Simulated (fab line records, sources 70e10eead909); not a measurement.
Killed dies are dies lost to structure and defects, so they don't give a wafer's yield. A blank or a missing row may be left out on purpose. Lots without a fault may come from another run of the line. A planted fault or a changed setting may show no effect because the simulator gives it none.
fab line records | flow nand_harc
record lots=14 wafers=42 last_day=34
route steps=1302 shown A_ONON_D2@556 THIN_TSV@1259 END@1302
lots that met no fault: from a run of the same line without faults
start_h: hours from the record's first day to the start of the lot's first wafer shown | wait_h: hours since the lot's step before | " the same as in the row above | L1.1+2: a row that stands for several wafers | - no value, or no start given | * or withheld: withheld | < > ~ a bound
route shown NAME@n: a module of which the file shows steps, and the number in the route of the first | usual: mean/standard deviation of fault-free wafers | same: alike in all rows | chamber/n: place in a boat | sites: the reading at each site | _std_site: their standard deviation | _edge_site: outer sites' mean less inner sites' | radius_mm: how far each site lies from the wafer's centre | mask NAME#n: copy n | behind: the tool/chamber that last shaped the wafer | hold: why the lot was held/for how many hours/how that ended | device: the transistor (n, p or np) that didn't switch | end of line: the same wafers' tests at the end of the route | a step without rows: its recipe alone | killed: dies lost to structure and defects at the first sort, not the wafer's yield | map: a wafer's dies, x killed, . not, _ none there
set.NAME: the setting as run; set.NAME@STEP: as run at that earlier step | model.NAME: the simulator's own value behind a step, which no gauge read
steps of the route over a sample of lots; a table a step, a row a wafer
services: from which hour (start_h, from the record's first day; less than 0 if before it) a tool's chamber was out of use, for how many hours, and why
## steps
# step NHARC_A_ONON_D2_DEP_16
# recipe target_thk_a=10000 n2_flow_sccm=2750 n2o_flow_sccm=2000 nh3_flow_sccm=500 sih4_flow_sccm=210 temp_c=400
# columns lot.wafer tool chamber start_h wait_h
L311.3+4+6 pecvd_onon-01 0 286.63 0.5
L313.2+3+5 pecvd_onon-03 0 311.24 0.5
L312.3+4+6 pecvd_onon-01 0 311.27 0.5
L314.1+4+5 pecvd_onon-03 0 315.34 0.4
L315.2+5+6 pecvd_onon-02 0 332.56 0.4
L316.3+5+6 pecvd_onon-01 0 332.62 0.5
L318.1+4+6 pecvd_onon-01 0 366.31 0.4
L323.2+4+6 pecvd_onon-01 0 429.43 0.4
L324.1+2+5 pecvd_onon-01 0 434.85 0.4
L325.4+5+6 pecvd_onon-03 0 435.02 0.6
L330.4+5+6 pecvd_onon-01 0 494.10 0.6
L331.2+3+6 pecvd_onon-01 0 506.01 0.4
L332.3+4+5 pecvd_onon-01 0 516.77 0.5
L333.3+4+6 pecvd_onon-02 0 516.77 0.5
# step NHARC_THIN_TSV_CD_MEAS_12
# recipe target_cd_nm=1000 landing_energy_ev=500
# usual cd_nm=999.3/2
# same landing_energy_ev=500
# columns lot.wafer tool chamber start_h wait_h cd_nm
L311.3 cd_sem-01 0 553.92 - 999.2
L311.4 " 0 " " 999.8
L311.6 " 0 " " 1000.6
L313.2 cd_sem-01 0 570.08 - 998.6
L313.3 " 0 " " 996.9
L313.5 " 0 " " 999.1
L314.1 cd_sem-02 0 571.34 - 999.0
L314.4 " 0 " " 997.2
L314.5 " 0 " " 999.8
L312.3 cd_sem-02 0 576.16 - 998.4
L312.4 " 0 " " 997.1
L312.6 " 0 " " 998.8
L316.3 cd_sem-02 0 588.05 - 999.7
L316.5 " 0 " " 997.9
L316.6 " 0 " " 1001.5
L315.2 cd_sem-01 0 589.25 - 996.2
L315.5 " 0 " " 997.5
L315.6 " 0 " " 996.5
L318.1 cd_sem-02 0 614.62 - 997.6
L318.4 " 0 " " 997.5
L318.6 " 0 " " 995.5
L324.1 cd_sem-02 0 692.61 - 1000.8
L324.2 " 0 " " 1002.1
L324.5 " 0 " " 1002.7
L323.2 cd_sem-02 0 700.65 - 999.0
L323.4 " 0 " " 1000.8
L323.6 " 0 " " 1002.1
L325.4 cd_sem-01 0 704.89 - 1001.5
L325.5 " 0 " " 998.1
L325.6 " 0 " " 1000.5
L330.4 cd_sem-03 0 762.09 - 997.9
L330.5 " 0 " " 1000.5
L330.6 " 0 " " 1001.6
L331.2 cd_sem-03 0 767.57 - 1000.8
L331.3 " 0 " " 999.1
L331.6 " 0 " " 997.9
L333.3 cd_sem-01 0 779.82 - 998.7
L333.4 " 0 " " 1000.5
L333.6 " 0 " " 998.3
L332.3 cd_sem-01 0 798.67 - 1000.6
L332.4 " 0 " " 999.1
L332.5 " 0 " " 1000.1
# step NHARC_THIN_TSV_DEGAS_49
# recipe temp_c=300 time_s=120
# usual heater_power_w=474/62
# columns lot.wafer tool chamber start_h wait_h heater_power_w
L311.4 pvd_sputter-03 - 556.71 0.1 534
L311.3 " - " " 504
L311.6 " - " " 502
L313.3 pvd_sputter-03 - 572.91 0.1 479
L313.2 " - " " 539
L313.5 " - " " 521
L314.4 pvd_sputter-02 - 574.12 0.1 491
L314.1 " - " " 424
L314.5 " - " " 492
L312.4 pvd_sputter-01 - 578.95 0.1 369
L312.3 " - " " 452
L312.6 " - " " 364
L316.3 pvd_sputter-03 - 590.83 0.1 468
L316.6 " - " " 491
L316.5 " - " " 543
L315.2 pvd_sputter-03 - 592.05 0.2 529
L315.5 " - " " 491
L315.6 " - " " 524
L318.1 pvd_sputter-03 - 617.76 0.1 485
L318.4 " - " " 526
L318.6 " - " " 485
L324.2 pvd_sputter-01 - 695.38 0.1 397
L324.1 " - " " 421
L324.5 " - " " 394
L323.2 pvd_sputter-01 - 703.63 0.2 529
L323.4 " - " " 407
L323.6 " - " " 438
L325.4 pvd_sputter-02 - 707.64 0.1 576
L325.5 " - " " 571
L325.6 " - " " 438
L330.4 pvd_sputter-03 - 764.85 0.1 463
L330.6 " - " " 548
L330.5 " - " " 462
L331.3 pvd_sputter-02 - 770.33 0.1 355
L331.2 " - " " 564
L331.6 " - " " 353
L333.4 pvd_sputter-02 - 782.65 0.1 511
L333.3 " - " " 562
L333.6 " - " " 413
L332.4 pvd_sputter-01 - 801.46 0.1 397
L332.3 " - " " 390
L332.5 " - " " 559
# step NHARC_THIN_TSV_PVD_19
# recipe target_thk_a=200 chamber_pressure_pa=5 material=TaN
# usual throttle_valve_pct=29.8/1
# columns lot.wafer tool chamber start_h wait_h throttle_valve_pct
L311.4 pvd_sputter-03 - - - 29.9
L311.3 " - " " 31.2
L311.6 " - " " 30.6
L313.3 pvd_sputter-03 - - - 30.8
L313.2 " - " " 30.2
L313.5 " - " " 30.5
L314.1 pvd_sputter-02 - - - 31.7
L314.4 " - " " 29.4
L314.5 " - " " 31.7
L312.3 pvd_sputter-01 - - - 29.4
L312.4 " - " " 29.4
L312.6 " - " " 29.4
L316.3 pvd_sputter-03 - - - 31.1
L316.5 " - " " 31.0
L316.6 " - " " 30.2
L315.2 pvd_sputter-03 - - - 31.3
L315.6 " - " " 30.7
L315.5 " - " " 28.7
L318.1 pvd_sputter-03 - - - 29.8
L318.4 " - " " 30.8
L318.6 " - " " 28.6
L324.1 pvd_sputter-01 - - - 29.1
L324.2 " - " " 28.5
L324.5 " - " " 28.6
L323.4 pvd_sputter-01 - - - 28.9
L323.2 " - " " 28.6
L323.6 " - " " 28.6
L325.4 pvd_sputter-02 - - - 29.9
L325.6 " - " " 31.3
L325.5 " - " " 30.8
L330.4 pvd_sputter-03 - - - 30.2
L330.5 " - " " 30.2
L330.6 " - " " 30.9
L331.2 pvd_sputter-02 - - - 31.0
L331.3 " - " " 29.8
L331.6 " - " " 31.0
L333.3 pvd_sputter-02 - - - 29.8
L333.4 " - " " 31.4
L333.6 " - " " 31.0
L332.4 pvd_sputter-01 - - - 28.5
L332.3 " - " " 29.3
L332.5 " - " " 28.2
# step NHARC_END_SORT_01
# recipe temp_c=25
# usual killed_at_array=51/18 killed_at_other=1.0/1.2 killed_at_periphery=3.7/2.9 killed_dies=55/19 killed_open=3.5/1.9 killed_short=2.6/1.6
# same gross_dies=677
# columns lot.wafer tool chamber start_h wait_h killed_at_array killed_at_other killed_at_periphery killed_dies killed_open killed_short
L324.1 prober-02 0 708.95 2.5 140 1 9 150 0 5
L324.2 prober-02 0 709.74 2.8 161 1 14 176 4 3
L324.5 prober-02 0 712.14 3.7 164 0 6 170 0 2
L323.2 prober-01 0 717.35 2.8 158 3 5 166 2 4
L323.4 prober-01 0 719.00 3.5 150 2 8 160 2 0
L323.6 prober-01 0 720.64 4.1 166 0 10 176 4 4
# killed by level:class
L324.1 A_ONON_D2:unspecified=99 A_CHANNEL_HOLE_D1:chamber_film_flake=12 A_SLIT:chamber_film_flake=10 P_BONDPAD:chamber_film_flake=4 A_STAIRCASE:chamber_film_flake=4 A_CHANNEL_HOLE_D2:chamber_film_flake=3 P_GATE:chamber_film_flake=2 P_CONTACT:chamber_film_flake=2
L324.2 A_ONON_D2:unspecified=102 A_SLIT:chamber_film_flake=29 A_CHANNEL_HOLE_D2:chamber_film_flake=11 P_BONDPAD:chamber_film_flake=7 A_STAIRCASE:chamber_film_flake=6 P_CONTACT:chamber_film_flake=4 A_CHANNEL_HOLE_D1:chamber_film_flake=4 A_M1:geometric_particle:open=2
L324.5 A_ONON_D2:unspecified=104 A_CHANNEL_HOLE_D2:chamber_film_flake=21 A_CHANNEL_HOLE_D1:chamber_film_flake=11 A_SLIT:chamber_film_flake=10 A_STAIRCASE:chamber_film_flake=10 P_BONDPAD:chamber_film_flake=4 A_CONTACT:chamber_film_flake=2 A_CHANNEL_FILL_D2:geometric_particle:short=1
L323.2 A_ONON_D2:unspecified=101 A_CHANNEL_HOLE_D1:chamber_film_flake=38 A_SLIT:chamber_film_flake=5 THIN_TSV:chamber_film_flake=3 A_ONON_D1:geometric_particle:short=2 P_GATE:chamber_film_flake=2 A_CHANNEL_FILL_D1:chamber_film_flake=2 A_WL_FILL:chamber_film_flake=2
L323.4 A_ONON_D2:unspecified=106 A_CHANNEL_HOLE_D1:chamber_film_flake=28 P_GATE:chamber_film_flake=6 A_CONTACT:chamber_film_flake=5 A_STAIRCASE:chamber_film_flake=4 A_SLIT:chamber_film_flake=3 THIN_TSV:chamber_film_flake=2 P_M1:geometric_particle:open=1
L323.6 A_ONON_D2:unspecified=106 A_CHANNEL_HOLE_D1:chamber_film_flake=37 P_GATE:chamber_film_flake=6 A_CHANNEL_FILL_D1:chamber_film_flake=4 A_SLIT:chamber_film_flake=4 A_CONTACT:chamber_film_flake=4 A_CHANNEL_FILL_D1:geometric_particle:short=2 P_ZERO_WELL:chamber_film_flake=2
## services
# columns tool chamber start_h hours kind
pecvd_onon-01 - 269.33 13.0 pm
pvd_sputter-02 - 282.01 10.0 pm
pvd_sputter-01 - 345.91 2.4 repair
pvd_sputter-03 - 348.00 10.0 pm
pvd_sputter-02 - 367.80 0.5 repair
pvd_sputter-03 - 384.85 4.0 repair
pvd_sputter-01 - 404.00 10.0 pm
pvd_sputter-03 - 404.10 7.5 repair
pvd_sputter-03 - 415.78 2.4 repair
pecvd_onon-01 - 450.33 13.0 pm
pvd_sputter-02 - 460.01 10.0 pm
pvd_sputter-01 - 470.61 6.0 repair
pvd_sputter-02 - 471.28 2.8 repair
pvd_sputter-03 - 480.95 2.5 repair
pvd_sputter-03 - 506.13 2.9 repair
pvd_sputter-03 - 516.18 1.3 repair
pvd_sputter-03 - 526.00 10.0 pm
pvd_sputter-03 - 566.01 5.3 repair
pvd_sputter-02 - 571.92 2.0 repair
pvd_sputter-01 - 582.00 10.0 pm
pecvd_onon-01 - 631.33 13.0 pm
pvd_sputter-02 - 638.01 10.0 pm
pvd_sputter-02 - 670.42 2.4 repair
pvd_sputter-03 - 704.00 10.0 pm
## key
first_sign step=NHARC_END_SORT_01 reading=killed_dies direction=up sigmas=5.9 usual=55 struck=166
effect step=NHARC_END_SORT_01 reading=killed_at_array direction=up sigmas=5.8 usual=51 struck=156
more_kills_born_at NHARC_A_ONON_D2_DEP_16@pecvd_onon-01=618
met_at NHARC_A_ONON_D2_DEP_16
struck_lots L323,L324
tester_left_out L323,L324
not_acting_at NHARC_THIN_TSV_CD_MEAS_12,NHARC_THIN_TSV_DEGAS_49,NHARC_THIN_TSV_PVD_19
onset_between 366.31 429.43
fault kind=chamber_particle_source tool=pecvd_onon-01 chamber=- onset_h=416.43 steps=NHARC_A_ONON_D2_DEP_16 rate_per_visit_cm2=2.2426 end_h=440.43
# tester_left_out: of these lots the tester's yield and bins aren't shown, on N5 and GAA mostly nor the transistor test; their killed dies are dies lost to structure and defects alone, not to doping, threshold or leakage, so they don't give the yield
